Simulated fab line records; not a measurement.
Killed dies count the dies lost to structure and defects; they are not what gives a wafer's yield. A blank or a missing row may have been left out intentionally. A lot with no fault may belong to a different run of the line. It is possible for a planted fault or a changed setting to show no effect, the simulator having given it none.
fab line records :: flow n5-finfet
record
  lots=4
  wafers=12
  last-day=16
route steps=1938 shown BEOL_M8@1394 BEOL_M9@1401 PASSIVATION@1936
lots untouched by any fault: they come from a run of this same line in which no faults occurred
start-h: hours from the record's first day to the start of the lot's first wafer shown :: wait-h: hours from the lot's prior step to this one :: " as in the row above :: L1.1+2: a single row standing in for several wafers :: - value missing, or start not given :: * or withheld: withheld :: < > ~ a bound
route shown NAME@n: names a module that has steps shown in the file, with the first one's number in the route :: usual: mean and standard deviation over wafers with no fault :: same: alike in all rows :: chamber/n: place in a boat :: sites: readings site by site :: _std_site: how widely they spread, as a standard deviation :: _edge_site: outer sites' mean less inner sites' :: radius-mm: how far each site lies from the wafer's centre :: mask NAME#n: copy n :: behind: tool/chamber where the wafer was last shaped :: hold: the reason the lot was held/the length of the hold in hours/how it ended :: device: which transistor (n, p or np) failed to switch :: end of line: the tests these same wafers got at the end of their route :: a step with no rows: only its recipe :: killed: not the wafer's yield, but the dies lost to structure and defects at the first sort :: map: a wafer's dies, x killed, . not, _ none there
set.NAME: the setting that was run; set.NAME@STEP: the one run at that earlier step :: model.NAME: the simulator's own value behind a step, which no gauge read
a table for each step, a row for each wafer; lots at some steps of the route
services: when a tool's chamber went out of use (start-h, in hours from the record's first day, below 0 if earlier), for how many hours, and the reason
## steps
# step N5_BEOL_M8_ANNEAL_51
# recipe
  temp-c=225
  time-s=90
  ambient=N2
# step N5_BEOL_M8_CMP_52
# recipe
  stop-on=SiCOH_lowk
  t-overpolish-s=6.9
  down-force-psi=1
  platen-rpm=50
  clearing-platen-down-force-psi=1.5
  clearing-platen-rpm=50
  post-cmp-clean=cu-alkaline
  target-thk-nm=80
  clearing-platen-pad-velocity-m-s=0.99484
  pad-velocity-m-s=0.99484
# step N5_BEOL_M8_PRE_CLEAN_55
# recipe
  gas=NH3
  time-s=15
  temp-c=withheld
  rf-power-w=300
# step N5_BEOL_M8_DEP_56
# recipe
  material=SiCN
  target-thk-a=100
  temp-c=withheld
  precursor=3MS/NH3
  pressure-torr=3
  rf-w=202
  time-s=17.5
# step N5_BEOL_M9_ILD_DEP_00
# recipe
  material=SiCOH_lowk
  target-thk-a=3085.1
  temp-c=300
  precursor=DEMS/porogen
  pressure-torr=5
  rf-w=500
  time-s=58
# step N5_BEOL_M9_CURE_71
# recipe
  temp-c=385
  time-s=240
  ambient=He/Ar
  material=SiCOH_lowk
# step N5_BEOL_M9_PECVD_70
# recipe
  material=SiO2
  target-thk-a=200
  temp-c=400
  precursor=TEOS/O2
  pressure-torr=5.5
  rf-w=450
  teos-flow-sccm=53.8
  gas=O2
  flow-sccm=3000
  time-s=22.7
# step N5_BEOL_M9_HM_DEP_02
# recipe
  material=TiN
  target-thk-a=200
  temp-c=25
  chamber-pressure-pa=0.49996
# step N5_BEOL_M9_COAT_59
# recipe
  resist=SOC
  temp-c=250
  time-s=60
  spin-rpm=1500
  resist-thk-nm=100
# usual
  plate-temp-C=249.98/0.16
  spin-speed-rpm=1500.1/1.2
lot.wafer: L638.1
tool: litho-track-02
chamber: 0
start-h: 227.32
wait-h: 0.1
plate-temp-C: 250.21
spin-speed-rpm: 1499.4
model.SOC_of_BEOL_M9_COAT_59.thk-nm: 99.6

lot.wafer: L638.3
tool: litho-track-02
chamber: 0
start-h: 227.32
wait-h: 0.1
plate-temp-C: 249.92
spin-speed-rpm: 1499.4
model.SOC_of_BEOL_M9_COAT_59.thk-nm: 100

lot.wafer: L638.6
tool: litho-track-02
chamber: 0
start-h: 227.32
wait-h: 0.1
plate-temp-C: 249.94
spin-speed-rpm: 1499.1
model.SOC_of_BEOL_M9_COAT_59.thk-nm: 99.6

lot.wafer: L642.1
tool: litho-track-03
chamber: 0
start-h: 251.73
wait-h: 0.1
plate-temp-C: 249.91
spin-speed-rpm: 1500.8
model.SOC_of_BEOL_M9_COAT_59.thk-nm: 100

lot.wafer: L642.3
tool: litho-track-03
chamber: 0
start-h: 251.73
wait-h: 0.1
plate-temp-C: 249.90
spin-speed-rpm: 1501.2
model.SOC_of_BEOL_M9_COAT_59.thk-nm: 100

lot.wafer: L642.4
tool: litho-track-03
chamber: 0
start-h: 251.73
wait-h: 0.1
plate-temp-C: 249.72
spin-speed-rpm: 1500.3
model.SOC_of_BEOL_M9_COAT_59.thk-nm: 100.2

lot.wafer: L652.4
tool: litho-track-03
chamber: 0
start-h: 304.29
wait-h: 0.1
plate-temp-C: 250.36
spin-speed-rpm: 1455.6
model.SOC_of_BEOL_M9_COAT_59.thk-nm: 101.8

lot.wafer: L652.5
tool: litho-track-03
chamber: 0
start-h: 304.29
wait-h: 0.1
plate-temp-C: 250.34
spin-speed-rpm: 1453.5
model.SOC_of_BEOL_M9_COAT_59.thk-nm: 101.8

lot.wafer: L652.6
tool: litho-track-03
chamber: 0
start-h: 304.29
wait-h: 0.1
plate-temp-C: 250.32
spin-speed-rpm: 1455.0
model.SOC_of_BEOL_M9_COAT_59.thk-nm: 101.8

lot.wafer: L654.1
tool: litho-track-03
chamber: 0
start-h: 316.96
wait-h: 0.1
plate-temp-C: 249.90
spin-speed-rpm: 1455.8
model.SOC_of_BEOL_M9_COAT_59.thk-nm: 102

lot.wafer: L654.2
tool: litho-track-03
chamber: 0
start-h: 316.96
wait-h: 0.1
plate-temp-C: 249.88
spin-speed-rpm: 1454.0
model.SOC_of_BEOL_M9_COAT_59.thk-nm: 102

lot.wafer: L654.3
tool: litho-track-03
chamber: 0
start-h: 316.96
wait-h: 0.1
plate-temp-C: 249.95
spin-speed-rpm: 1454.3
model.SOC_of_BEOL_M9_COAT_59.thk-nm: 102.2
# step N5_BEOL_M9_COAT_60
# recipe
  resist=SiARC
  temp-c=220
  time-s=60
  spin-rpm=1500
  resist-thk-nm=30
# step N5_BEOL_M9_COAT_05
# recipe
  resist=CAR-ArF
  spin-rpm=1500
  resist-thk-nm=90
# step N5_BEOL_M9_EBR_07
# recipe
  solvent=PGMEA
  ebr-width-mm=1.5
# step N5_BEOL_M9_SOFTBAKE_06
# recipe
  temp-c=110
  time-s=60
  resist=CAR-ArF
# step N5_BEOL_M9_EXPOSE_08
# recipe
  mask-id=M9
  na=1.35
  source-shape=dipole
  sigma-inner=0.411
  sigma-outer=0.611
  polarization=te
  dose-mj=53.75
# step N5_BEOL_M9_PEB_09
# recipe
  peb-temp-c=withheld
  peb-time-s=60
  resist=CAR-ArF
# step N5_BEOL_M9_DEVELOP_10
# recipe
  develop-time-s=30
  developer=TMAH
  resist=CAR-ArF
  rinse-liquid=diw
  dry=air-spin
  dev-temp-c=23
# step N5_BEOL_M9_DESCUM_16
# recipe
  chemistry=O2
  time-s=7.9
  source-power-w=50
  bias-power-w=20
  pressure-mtorr=20
  rf-frequency-hz=2.712e+07
  temp-c=40
  resist=CAR-ArF
  o2-flow-sccm=225
# step N5_BEOL_M9_ETCH_61
# recipe
  chemistry=CF4
  target=SiARC
  target-depth-a=390
  mask-material=CAR-ArF
  time-s=65
  ion-energy-ev=80
  pressure-mtorr=40
  source-w=545
  bias-w=36
  Ar_flow_sccm=100
  cf4-flow-sccm=100
  ends=cleared
# step N5_BEOL_M9_ETCH_62
# recipe
  chemistry=N2/H2
  target=SOC
  target-depth-a=1100
  overetch-a=220
  mask-material=SiARC
  temp-c=40
  time-s=165
  ion-energy-ev=200
  pressure-mtorr=30
  source-w=840
  bias-w=150
  n2-flow-sccm=200
  h2-flow-sccm=200
# usual
  bias-w=150.1/0.48
  drypump-motor-current-A=5.7/0.44
  oes-product-au=0.67/0.054
  rf-vpp-V=524.2/2.8
  showerhead-plenum-p-Torr=2.56/0.1
  throttle-valve-pct=17.84/0.21
lot.wafer: L638.1
tool: rie-diel-04
chamber: 2
start-h: 227.86
wait-h: 0.0
bias-w: 150.2
drypump-motor-current-A: 4.8
oes-product-au: 0.60
rf-hours-counter-h: 195
rf-vpp-V: 525.7
showerhead-plenum-p-Torr: 2.63
throttle-valve-pct: 17.66
model.etch.depth-nm: 99.57

lot.wafer: L638.3
tool: rie-diel-04
chamber: 3
start-h: 227.86
wait-h: 0.0
bias-w: 150.2
drypump-motor-current-A: 6.0
oes-product-au: 0.62
rf-hours-counter-h: 172
rf-vpp-V: 521.8
showerhead-plenum-p-Torr: 2.43
throttle-valve-pct: 17.84
model.etch.depth-nm: 99.95

lot.wafer: L638.6
tool: rie-diel-04
chamber: 2
start-h: 227.86
wait-h: 0.0
bias-w: 150.5
drypump-motor-current-A: 4.8
oes-product-au: 0.60
rf-hours-counter-h: -
rf-vpp-V: 525.5
showerhead-plenum-p-Torr: 2.63
throttle-valve-pct: 17.67
model.etch.depth-nm: 99.53

lot.wafer: L642.1
tool: rie-diel-03
chamber: 1
start-h: 252.28
wait-h: 0.0
bias-w: 151.2
drypump-motor-current-A: 6.0
oes-product-au: 0.61
rf-hours-counter-h: 212
rf-vpp-V: 521.8
showerhead-plenum-p-Torr: 2.40
throttle-valve-pct: 17.84
model.etch.depth-nm: 99.93

lot.wafer: L642.3
tool: rie-diel-03
chamber: 3
start-h: 252.28
wait-h: 0.0
bias-w: 149.5
drypump-motor-current-A: 6.1
oes-product-au: 0.76
rf-hours-counter-h: 37
rf-vpp-V: 527.2
showerhead-plenum-p-Torr: 2.71
throttle-valve-pct: 17.99
model.etch.depth-nm: 100

lot.wafer: L642.4
tool: rie-diel-03
chamber: 0
start-h: 252.28
wait-h: 0.0
bias-w: 150.2
drypump-motor-current-A: 5.4
oes-product-au: 0.62
rf-hours-counter-h: 173
rf-vpp-V: 523.7
showerhead-plenum-p-Torr: 2.53
throttle-valve-pct: 17.95
model.etch.depth-nm: 100.2

lot.wafer: L652.4
tool: rie-diel-03
chamber: 1
start-h: 305.30
wait-h: 0.0
bias-w: 150.3
drypump-motor-current-A: 6.0
oes-product-au: 0.60
rf-hours-counter-h: 229
rf-vpp-V: 520.4
showerhead-plenum-p-Torr: 2.40
throttle-valve-pct: 17.87
model.etch.depth-nm: 101.7

lot.wafer: L652.5
tool: rie-diel-03
chamber: 2
start-h: 305.30
wait-h: 0.0
bias-w: 150.2
drypump-motor-current-A: 6.2
oes-product-au: 0.69
rf-hours-counter-h: -
rf-vpp-V: 524.3
showerhead-plenum-p-Torr: 2.56
throttle-valve-pct: 17.62
model.etch.depth-nm: 101.7

lot.wafer: L652.6
tool: rie-diel-03
chamber: 1
start-h: 305.30
wait-h: 0.0
bias-w: 149.5
drypump-motor-current-A: 6.0
oes-product-au: 0.61
rf-hours-counter-h: -
rf-vpp-V: 521.4
showerhead-plenum-p-Torr: 2.40
throttle-valve-pct: 17.87
model.etch.depth-nm: 101.8

lot.wafer: L654.1
tool: rie-diel-05
chamber: 3
start-h: 317.50
wait-h: 0.0
bias-w: 149.8
drypump-motor-current-A: 5.4
oes-product-au: 0.79
rf-hours-counter-h: 17
rf-vpp-V: 521.7
showerhead-plenum-p-Torr: 2.49
throttle-valve-pct: 17.37
model.etch.depth-nm: 102

lot.wafer: L654.2
tool: rie-diel-05
chamber: 0
start-h: 317.50
wait-h: 0.0
bias-w: 149.6
drypump-motor-current-A: 6.3
oes-product-au: 0.69
rf-hours-counter-h: 96
rf-vpp-V: 521.7
showerhead-plenum-p-Torr: 2.46
throttle-valve-pct: 18.18
model.etch.depth-nm: 102.1

lot.wafer: L654.3
tool: rie-diel-05
chamber: 2
start-h: 317.50
wait-h: 0.0
bias-w: 149.2
drypump-motor-current-A: 5.5
oes-product-au: 0.69
rf-hours-counter-h: 116
rf-vpp-V: 525.9
showerhead-plenum-p-Torr: 2.67
throttle-valve-pct: 17.91
model.etch.depth-nm: 102.1
# step N5_BEOL_M9_STRIP_68
# recipe
  chemistry=N2/H2
  temp-c=40
  n2-flow-sccm=200
  h2-flow-sccm=200
  rf-frequency-hz=6e+07
# step N5_BEOL_M9_STRIP_67
# recipe
  chemistry=CF4
  resist=SiARC
  power-w=300
  bias-power-w=75
  pressure-mtorr=50
  cf4-flow-sccm=150
  rf-frequency-hz=6e+07
# step N5_BEOL_M9_HM_OPEN_17
# recipe
  chemistry=Cl2/BCl3
  target-depth-a=200
  overetch-a=60
  target=TiN
  mask-material=SOC
  ion-energy-ev=150
  pressure-mtorr=10
  icp-w=1000
  bias-w=126
  Cl2_flow_sccm=53.25
  bcl3-flow-sccm=21.75
  Ar_flow_sccm=25
# usual
  bias-w=126.1/0.4
  drypump-motor-current-A=5.9/0.44
  oes-product-au=0.61/0.047
  throttle-valve-pct=21.96/0.17
lot.wafer: L638.1
tool: rie-metal-03
chamber: 0
start-h: 228.05
wait-h: 0.0
bias-w: 126.3
drypump-motor-current-A: 5.4
oes-product-au: 0.61
rf-hours-counter-h: 65
throttle-valve-pct: 22.15
model.SOC_of_BEOL_M9_COAT_59.thk-nm: 91.6

lot.wafer: L638.3
tool: rie-metal-03
chamber: 1
start-h: 228.05
wait-h: 0.0
bias-w: 125.6
drypump-motor-current-A: 5.8
oes-product-au: 0.60
rf-hours-counter-h: -
throttle-valve-pct: 22.10
model.SOC_of_BEOL_M9_COAT_59.thk-nm: 92.2

lot.wafer: L638.6
tool: rie-metal-03
chamber: 0
start-h: 228.05
wait-h: 0.0
bias-w: 126.7
drypump-motor-current-A: 5.4
oes-product-au: 0.61
rf-hours-counter-h: -
throttle-valve-pct: 22.16
model.SOC_of_BEOL_M9_COAT_59.thk-nm: 91.6

lot.wafer: L642.1
tool: rie-metal-01
chamber: 1
start-h: 252.46
wait-h: 0.0
bias-w: 126.3
drypump-motor-current-A: 6.5
oes-product-au: 0.65
rf-hours-counter-h: 43
throttle-valve-pct: 21.69
model.SOC_of_BEOL_M9_COAT_59.thk-nm: 92

lot.wafer: L642.3
tool: rie-metal-01
chamber: 1
start-h: 252.46
wait-h: 0.0
bias-w: 126.5
drypump-motor-current-A: 6.5
oes-product-au: 0.65
rf-hours-counter-h: -
throttle-valve-pct: 21.69
model.SOC_of_BEOL_M9_COAT_59.thk-nm: 92.2

lot.wafer: L642.4
tool: rie-metal-01
chamber: 0
start-h: 252.46
wait-h: 0.0
bias-w: 126.0
drypump-motor-current-A: 6.0
oes-product-au: 0.58
rf-hours-counter-h: -
throttle-valve-pct: 21.95
model.SOC_of_BEOL_M9_COAT_59.thk-nm: 92.2

lot.wafer: L652.4
tool: rie-metal-01
chamber: 0
start-h: 305.53
wait-h: 0.1
bias-w: 126.0
drypump-motor-current-A: 6.0
oes-product-au: 0.55
rf-hours-counter-h: -
throttle-valve-pct: 21.97
model.SOC_of_BEOL_M9_COAT_59.thk-nm: 93.6

lot.wafer: L652.5
tool: rie-metal-01
chamber: 0
start-h: 305.53
wait-h: 0.1
bias-w: 126.2
drypump-motor-current-A: 6.0
oes-product-au: 0.56
rf-hours-counter-h: -
throttle-valve-pct: 21.95
model.SOC_of_BEOL_M9_COAT_59.thk-nm: 93.8

lot.wafer: L652.6
tool: rie-metal-01
chamber: 1
start-h: 305.53
wait-h: 0.1
bias-w: 126.1
drypump-motor-current-A: 6.6
oes-product-au: 0.63
rf-hours-counter-h: -
throttle-valve-pct: 21.72
model.SOC_of_BEOL_M9_COAT_59.thk-nm: 94

lot.wafer: L654.1
tool: rie-metal-03
chamber: 0
start-h: 317.69
wait-h: 0.0
bias-w: 126.2
drypump-motor-current-A: 5.4
oes-product-au: 0.60
rf-hours-counter-h: 73
throttle-valve-pct: 22.15
model.SOC_of_BEOL_M9_COAT_59.thk-nm: 94

lot.wafer: L654.2
tool: rie-metal-03
chamber: 1
start-h: 317.69
wait-h: 0.0
bias-w: 125.7
drypump-motor-current-A: 5.8
oes-product-au: 0.60
rf-hours-counter-h: 78
throttle-valve-pct: 22.11
model.SOC_of_BEOL_M9_COAT_59.thk-nm: 94.2

lot.wafer: L654.3
tool: rie-metal-03
chamber: 0
start-h: 317.69
wait-h: 0.0
bias-w: 126.1
drypump-motor-current-A: 5.4
oes-product-au: 0.60
rf-hours-counter-h: -
throttle-valve-pct: 22.17
model.SOC_of_BEOL_M9_COAT_59.thk-nm: 94.2
# step N5_BEOL_M9_STRIP_19
# recipe
  chemistry=O2
  power-w=400
  temp-c=40
  pressure-mtorr=30
  rf-frequency-hz=6e+07
  bias-power-w=0
  overash-fraction=0.2
  o2-flow-sccm=225
# step N5_PASSIVATION_PROBE_49
# usual
  defect-limited-yield=91.2/1.4
  killed_at_M0_to_M3=34/9.4
  killed_at_M4_up=13/5.8
  killed-at-contacts=13/6.4
  killed-at-front-end=41/11
  killed-at-other=3.1/2.3
  killed-dies=103/16
  killed-open=69/12
  killed-short=33/7.8
  sort_bin_5_function=5.1/0.91
  sort_bin_6_memory=3.3/0.63
  sort-n-pass=1077/16
  sort-yield-pct=91.2/1.4
# same
  gross-dies=1180
  killed-at-back-side=0
  sort_bin_4_leakage[%]=0
  sort_bin_8_speed[%]=0
lot.wafer: L642.1
tool: prober-02
chamber: -
start-h: 312.59
wait-h: 0.0
defect-limited-yield[%]: 88.1
killed_at_M0_to_M3: 45
killed_at_M4_up: 14
killed-at-contacts: 28
killed-at-front-end: 49
killed-at-other: 5
killed-dies: 141
killed-open: 94
killed-short: 46
sort_bin_5_function[%]: 5.8
sort_bin_6_memory[%]: 5.6
sort-n-pass: 1039
sort-yield-pct[%]: 88.1

lot.wafer: L642.3
tool: prober-02
chamber: -
start-h: 312.69
wait-h: 0.1
defect-limited-yield[%]: 88.3
killed_at_M0_to_M3: 46
killed_at_M4_up: 20
killed-at-contacts: 17
killed-at-front-end: 51
killed-at-other: 4
killed-dies: 138
killed-open: 104
killed-short: 34
sort_bin_5_function[%]: 7.4
sort_bin_6_memory[%]: 4.0
sort-n-pass: 1042
sort-yield-pct[%]: 88.3

lot.wafer: L642.4
tool: prober-02
chamber: -
start-h: 312.74
wait-h: 0.2
defect-limited-yield[%]: 92.3
killed_at_M0_to_M3: 24
killed_at_M4_up: 23
killed-at-contacts: 13
killed-at-front-end: 27
killed-at-other: 4
killed-dies: 91
killed-open: 70
killed-short: 21
sort_bin_5_function[%]: 4.3
sort_bin_6_memory[%]: 3.3
sort-n-pass: 1089
sort-yield-pct[%]: 92.3
# killed by level:class
L642.1 MOL_CONTACT_COAG:geometric-particle:open=23 FIN_SAQP:geometric-particle:open=15 BEOL_M2:geometric-particle:open=13 FIN_SAQP:geometric-particle:short=11 BEOL_M0_SAQP:geometric-particle:short=10 BEOL_M0_SAQP:geometric-particle:open=8 BEOL_M4:geometric-particle:open=8 STARTING-WAFER:geometric-particle:short=6
L642.3 FIN_SAQP:geometric-particle:open=15 BEOL_M3:geometric-particle:open=14 MOL_CONTACT_COAG:geometric-particle:open=13 BEOL_M4:geometric-particle:open=13 STI_FIN_REVEAL:geometric-particle:open=12 BEOL_M0_SAQP:geometric-particle:open=10 BEOL_M1:geometric-particle:open=8 FIN_SAQP:geometric-particle:short=7
L642.4 FIN_SAQP:geometric-particle:open=11 MOL_CONTACT_COAG:geometric-particle:open=11 BEOL_M2:geometric-particle:open=9 BEOL_M4:geometric-particle:open=7 BEOL_M6:geometric-particle:open=6 FIN_SAQP:geometric-particle:short=5 BEOL_M1:geometric-particle:open=4 BEOL_M5:geometric-particle:open=4
## services
tool: rie-diel-04
chamber: 3
start-h: 210.71
hours: 1.6
kind: repair

tool: rie-diel-05
chamber: 3
start-h: 242.10
hours: -
kind: clean

tool: rie-diel-05
chamber: 3
start-h: 242.10
hours: -
kind: consumable-replace:focus-ring

tool: rie-diel-05
chamber: 3
start-h: 242.10
hours: 27.1
kind: scheduled-down

tool: rie-diel-05
chamber: 3
start-h: 242.10
hours: 27.1
kind: vent-cycle

tool: rie-diel-05
chamber: 1
start-h: 245.40
hours: 1.7
kind: repair

tool: rie-diel-04
chamber: 2
start-h: 270.32
hours: 2.7
kind: repair

tool: rie-metal-03
chamber: -
start-h: 279.19
hours: 0.3
kind: repair

tool: rie-diel-04
chamber: 2
start-h: 293.38
hours: 3.7
kind: repair

tool: rie-metal-01
chamber: -
start-h: 311.80
hours: 2.8
kind: pm
## key
first-sign
  step=N5_BEOL_M9_COAT_59
  reading=spin-speed-rpm
  direction=down
  sigmas=39
  usual=*
  struck=*
effect none on later readings
model-effect
  step=N5_BEOL_M9_COAT_59
  value=SOC_of_BEOL_M9_COAT_59.thk-nm
  without=100.3
  struck=101.9
model-effect
  step=N5_BEOL_M9_ETCH_62
  value=etch.depth-nm
  without=100.3
  struck=101.9
model-effect
  step=N5_BEOL_M9_HM_OPEN_17
  value=SOC_of_BEOL_M9_COAT_59.thk-nm
  without=92.43
  struck=93.97
met-at N5_BEOL_M9_COAT_59
struck-wafers L652.4,L652.5,L652.6,L654.1,L654.2,L654.3
onset-between 251.73 304.29
fault
  kind=process-parameter-drift
  tool=litho-track-03
  chamber=-
  onset-h=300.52
  steps=N5_BEOL_M9_COAT_59
  channel=spin-rpm
  offset=*
  shape=step
  end-h=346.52
  acts-in=*
  stated=*
